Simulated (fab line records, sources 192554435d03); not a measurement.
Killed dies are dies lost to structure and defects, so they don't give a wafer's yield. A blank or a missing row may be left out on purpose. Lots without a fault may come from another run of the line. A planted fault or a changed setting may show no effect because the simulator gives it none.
Chamber matching | flow n5_finfet | N5_BEOL_M13_DESCUM_33 on rie_diel-01: 4 sister chambers
The step chemistry O2, time 7.9 s. 4 wafers are shown with their chamber, then 8 later ones without.

WAFERS WITH THEIR CHAMBER
wafer  | chamber | showerhead_plenum_p_Torr (Torr)
L086.1 | 2       | 2.04
L086.2 | 1       | 2.13
L086.4 | 0       | 2.11
L089.1 | 3       | 1.97

WAFERS WITHOUT THEIR CHAMBER
wafer  | showerhead_plenum_p_Torr (Torr)
L089.4 | 2.11
L089.6 | 2.03
L096.2 | 2.23
L096.3 | 2.03
L096.4 | 2.10
L097.2 | 2.23
L097.3 | 2.12
L097.6 | 2.12

WHICH CHAMBER EACH WENT THROUGH
wafer  | from the rows above               | in truth
L089.4 | can't be placed: 0 or 1 or 2      | 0
L089.6 | can't be placed: 2 or 3 or 0 or 1 | 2
L096.2 | can't be placed: 1 or 0 or 2      | 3
L096.3 | can't be placed: 2 or 3 or 0 or 1 | 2
L096.4 | can't be placed: 0 or 1 or 2      | 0
L097.2 | can't be placed: 1 or 0 or 2      | 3
L097.3 | can't be placed: 1 or 0 or 2      | 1
L097.6 | can't be placed: 1 or 0 or 2      | 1
Placed correctly: 0 of 8. Can't be placed from these rows: 8 (the true chamber is among the candidates in 6). Placed wrongly: 0.
How it was worked out, from the rows above alone: a wafer's distance from a chamber is the root of the sum, over the readings, of the square of ((its reading less the chamber's mean) divided by the reading's scatter). The wafer belongs to the nearest chamber; if the next one is less than 2 further off, it can't be placed. A chamber's mean is the mean of its shown wafers. The scatter: with one shown wafer a chamber, the root of the mean of the squares of how far each hidden wafer lies from its nearest shown one.
